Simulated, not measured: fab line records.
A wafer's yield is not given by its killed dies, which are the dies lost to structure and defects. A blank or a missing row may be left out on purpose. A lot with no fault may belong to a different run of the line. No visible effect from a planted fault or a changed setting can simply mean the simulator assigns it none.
fab line records	flow n5Finfet
record lots=7	wafers=39
route steps=1938 shown PMOS_HMC_CHANNEL_EPI@74 FIN_SAQP@94 STI_FIN_REVEAL@190 DUMMY_GATE@228 HKMG_FIN@419 MOL_CONTACT_COAG@570 BEOL_M4@1111
startH: start of the lot's first displayed wafer, in hours after the record's first day	waitH: time in hours since the lot's previous step	" as in the row above	L1.1+2: one row covering several wafers at once	- no value, or no start was given	* or withheld: withheld	< > ~ a bound
route shown NAME@n: NAME is a module with steps in the file, n the number in the route of the first one	usual: mean/standard deviation of fault-free wafers	same: alike in all rows	chamber/n: place in a boat	sites: per-site readings	_std_site: the standard deviation of these	_edge_site: the outer-site mean with the inner-site mean subtracted	radiusMm: how far each site lies from the wafer's centre	mask NAME#n: copy n	behind: the tool/chamber that last shaped the wafer	hold: reason for holding the lot/hours on hold/outcome of the hold	device: the transistor (n, p or np) that didn't switch	end of line: tests of these same wafers at the route's end	a step without rows: its recipe alone	killed: the dies lost at the first sort to structure and to defects; this is not the yield of the wafer	map: shows each die of a wafer: x if killed, . if not, _ if none is there
set.NAME: the setting as run; set.NAME@STEP: as run at that earlier step	model.NAME: the simulator's own value behind a step, which no gauge read
lots with deliberately changed settings; one table per step, one row per wafer
## steps
# step N5_PMOS_HMC_CHANNEL_EPI_FIN_RECESS_16
# recipe chemistry=HBr/Cl2	target=Si	maskMaterial=SiO2	targetDepthA=540	timeS=18	pressureMtorr=10	icpW=800	biasW=75	HBr_flow_sccm=150	Cl2_flow_sccm=80
# step N5_FIN_SAQP_ALD_61
# recipe material=SiO2	targetThkA=40	tempC=300	aldPrecursorFamily=BDEAS	aldCoReactant=O2-plasma	pulseTimeS=1	purgeTimeS=2	coReactantPurgeTimeS=2	aldCycles=43	pressureTorr=2
# step N5_STI_FIN_REVEAL_ETCHBACK_08
# recipe chemistry=C4F6/O2	target=SiO2	targetDepthA=305	timeS=10.167	ionEnergyEv=250	pressureMtorr=30	sourceW=345	biasW=185	Ar_flow_sccm=300	C4F6_flow_sccm=10	O2_flow_sccm=10
# step N5_DUMMY_GATE_EXPOSE_12
# recipe maskId=GATE	na=0.33	sourceShape=annular	sigmaInner=0.2	sigmaOuter=0.6	polarization=unpolarized	targetCdNm=25	doseMj=34
# step N5_DUMMY_GATE_ETCH_37
# recipe chemistry=N2/H2	target=SOC	targetDepthA=600	overetchA=300	tempC=40	ionEnergyEv=200	pressureMtorr=30	sourceW=840	biasW=150	n2FlowSccm=200	h2FlowSccm=200
# step N5_HKMG_FIN_ALD_36
# recipe material=TiN	targetThkA=10	tempC=400	aldPrecursorFamily=TiCl4	aldCoReactant=NH3	pulseTimeS=1	purgeTimeS=3	coReactantPurgeTimeS=2	coReactantPulseTimeS=2	aldCycles=47	pressureTorr=3
# step N5_MOL_CONTACT_COAG_EXPOSE_81
# recipe maskId=VG	na=0.33	sourceShape=annular	sigmaInner=0.3	sigmaOuter=0.7	polarization=unpolarized	defocusNm=0	doseMj=59.5
# step N5_BEOL_M4_RC_MEAS_101
# usual DIBL_N=36.4/1.6	DIBL_P=36.2/1.8	SS_N=71.5/0.59	SS_P=73.2/0.54
lot.wafer	tool	chamber	startH	waitH	set.timeS@PMOS_HMC_CHANNEL_EPI_FIN_RECESS_16	set.aldCycles@FIN_SAQP_ALD_61	set.timeS@STI_FIN_REVEAL_ETCHBACK_08	set.doseMj@DUMMY_GATE_EXPOSE_12	set.sourceW@DUMMY_GATE_ETCH_37	set.tempC@HKMG_FIN_ALD_36	set.doseMj@MOL_CONTACT_COAG_EXPOSE_81	DIBL_N[mV/V]	DIBL_P[mV/V]	SS_N[mV/dec]	SS_P[mV/dec]
L076.1	prober-02	0	203.63	0.0	18	45	10.167	32.39	735	400	55.7	30.5	27.2	69.4	71.1
L076.2	"	0	"	"	18	43	9.629	34	735	400	59.5	35.0	32.0	72.0	72.1
L076.3	"	0	"	"	18	43	10.167	32.39	840	400	59.5	34.2	33.0	70.1	73.1
L076.4	"	0	"	"	18	45	9.629	32.39	840	400	55.7	35.9	30.4	71.5	72.6
L076.5	"	0	"	"	18	45	10.167	34	735	400	55.7	38.3	34.7	71.8	72.4
L076.6	"	0	"	"	18	43	9.629	34	840	400	59.5	41.3	35.2	75.2	73.6
L077.1	prober-02	0	208.98	0.0	18	43	10.167	35.87	840	388.8	59.5	42.1	41.7	73.0	74.9
L077.2	"	0	"	"	18	43	10.167	34	767.8	400	59.5	37.6	35.9	72.1	72.8
L077.3	"	0	"	"	18	43	10.45	34	767.8	388.8	55.61	37.4	36.0	71.4	72.7
L077.4	"	0	"	"	18	43	10.167	35.87	840	388.8	55.61	40.9	40.0	73.1	74.7
L077.5	"	0	"	"	18	43	10.45	34	840	400	59.5	39.1	38.1	72.5	73.4
L077.6	"	0	"	"	18	43	10.45	35.87	767.8	400	55.61	39.4	38.0	72.6	74.0
L078.1	prober-01	0	211.55	0.0	18	41	10.167	34	840	400	59.5	35.2	35.6	71.6	73.0
L078.2	"	0	"	"	17.23	41	10.43	34	840	400	60.86	33.9	34.8	71.2	73.2
L078.3	"	0	"	"	17.23	43	10.167	34	974.1	400	60.86	38.4	40.3	72.2	74.2
L078.4	"	0	"	"	18	43	10.43	33.25	840	400	59.5	32.3	33.1	70.3	72.6
L078.5	"	0	"	"	18	41	10.167	33.25	974.1	400	60.86	35.7	37.5	71.6	74.1
L078.6	"	0	"	"	17.23	43	10.43	33.25	974.1	400	59.5	34.7	34.9	70.9	73.3
L080.1	prober-01	0	216.57	0.0	18	43	10.167	34	840	400	59.5	34.2	34.3	70.5	72.3
L080.4	"	0	"	"	18	43	10.167	34	840	400	59.5	35.6	35.2	71.7	73.2
L080.5	"	0	"	"	18	43	10.167	34	840	400	59.5	37.6	38.7	71.9	73.7
L084.1	prober-02	0	251.63	0.0	16.99	43	10.167	34	840	407.9	59.5	36.9	35.7	72.2	73.7
L084.2	"	0	"	"	16.99	43	10.167	34	840	407.9	59.5	37.8	37.8	71.8	73.6
L084.3	"	0	"	"	16.99	43	10.167	34	840	400	55.1	37.7	36.4	72.6	73.7
L084.4	"	0	"	"	18	43	10.167	34	840	407.9	55.1	38.4	37.2	72.2	73.9
L084.5	"	0	"	"	18	43	10.167	34	840	400	59.5	35.8	34.1	71.4	72.9
L084.6	"	0	"	"	18	43	10.167	34	840	400	55.1	36.8	35.8	72.4	73.7
L085.1	prober-01	0	259.90	0.0	18	37	9.872	34	840	412.5	59.5	38.5	36.9	72.4	73.5
L085.2	"	0	"	"	18	43	10.167	34.92	840	412.5	63.71	38.0	38.3	71.8	73.8
L085.3	"	0	"	"	18	43	9.872	34.92	840	400	59.5	37.9	35.9	71.9	73.3
L085.4	"	0	"	"	18	43	10.167	34	895.1	400	59.5	37.7	37.4	71.0	74.0
L085.5	"	0	"	"	18	37	10.167	34.92	895.1	400	63.71	37.1	37.4	72.0	73.0
L085.6	"	0	"	"	18	37	9.872	34	895.1	412.5	63.71	40.7	39.7	72.6	74.0
L086.1	prober-01	0	272.43	0.0	19.1	48	10.167	32.19	935.2	406.3	59.5	33.7	32.2	70.7	72.3
L086.2	"	0	"	"	19.1	43	10.167	34	935.2	400	59.5	38.7	36.8	72.0	74.0
L086.3	"	0	"	"	18	48	10.167	34	935.2	406.3	63.5	40.0	38.9	73.2	74.3
L086.4	"	0	"	"	18	43	10.167	32.19	840	400	63.5	34.4	32.5	70.1	71.7
L086.5	"	0	"	"	18	48	10.167	34	840	400	63.5	36.7	34.4	71.7	72.9
L086.6	"	0	"	"	19.1	43	10.167	32.19	840	406.3	59.5	32.7	29.5	69.7	71.9
## key
split step=N5_PMOS_HMC_CHANNEL_EPI_FIN_RECESS_16	setting=timeS	statedAs=18
response none clear
split step=N5_FIN_SAQP_ALD_61	setting=aldCycles	statedAs=43
response none clear
split step=N5_STI_FIN_REVEAL_ETCHBACK_08	setting=timeS	statedAs=10.167
response none clear
split step=N5_DUMMY_GATE_EXPOSE_12	setting=doseMj	statedAs=34
response step=N5_BEOL_M4_RC_MEAS_101	reading=SS_N	slope=+0.318	per=1%	togetherWith=all	explained=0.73
response step=N5_BEOL_M4_RC_MEAS_101	reading=DIBL_N	slope=+0.678	per=1%	togetherWith=all	explained=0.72
response step=N5_BEOL_M4_RC_MEAS_101	reading=SS_P	slope=+0.212	per=1%	togetherWith=all	explained=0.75
response step=N5_BEOL_M4_RC_MEAS_101	reading=DIBL_P	slope=+0.732	per=1%	togetherWith=all	explained=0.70
split step=N5_DUMMY_GATE_ETCH_37	setting=sourceW	statedAs=840
response step=N5_BEOL_M4_RC_MEAS_101	reading=SS_P	slope=+0.0904	per=1%	togetherWith=all	explained=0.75
split step=N5_HKMG_FIN_ALD_36	setting=tempC	statedAs=400
response none clear
split step=N5_MOL_CONTACT_COAG_EXPOSE_81	setting=doseMj	statedAs=59.5
response none clear
